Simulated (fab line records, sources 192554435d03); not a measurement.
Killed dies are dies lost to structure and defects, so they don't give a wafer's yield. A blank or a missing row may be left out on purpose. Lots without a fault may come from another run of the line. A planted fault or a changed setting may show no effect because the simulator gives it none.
Chamber matching | flow n5_finfet | N5_FIN_SAQP_HM_DEP_72 on pecvd-02: 3 sister chambers
The step deposits SiO2 from SiH4/N2O, target thk 12 nm, time 7.2 s. 3 wafers are shown with their chamber, then 8 later ones without.

WAFERS WITH THEIR CHAMBER
wafer  | chamber | showerhead_plenum_p_Torr (Torr)
L089.1 | 2       | 8.13
L089.2 | 1       | 7.88
L091.1 | 0       | 8.23

WAFERS WITHOUT THEIR CHAMBER
wafer  | showerhead_plenum_p_Torr (Torr)
L091.2 | 8.14
L091.3 | 8.26
L094.4 | 7.89
L094.5 | 8.23
L094.6 | 8.13
L095.1 | 7.88
L095.4 | 7.90
L095.5 | 8.25

WHICH CHAMBER EACH WENT THROUGH
wafer  | from the rows above | in truth
L091.2 | 2                   | 2
L091.3 | 0                   | 0
L094.4 | 1                   | 1
L094.5 | 0                   | 0
L094.6 | 2                   | 2
L095.1 | 1                   | 1
L095.4 | 1                   | 1
L095.5 | 0                   | 0
Placed correctly: 8 of 8. Can't be placed from these rows: 0. Placed wrongly: 0.
How it was worked out, from the rows above alone: a wafer's distance from a chamber is the root of the sum, over the readings, of the square of ((its reading less the chamber's mean) divided by the reading's scatter). The wafer belongs to the nearest chamber; if the next one is less than 2 further off, it can't be placed. A chamber's mean is the mean of its shown wafers. The scatter: with one shown wafer a chamber, the root of the mean of the squares of how far each hidden wafer lies from its nearest shown one.
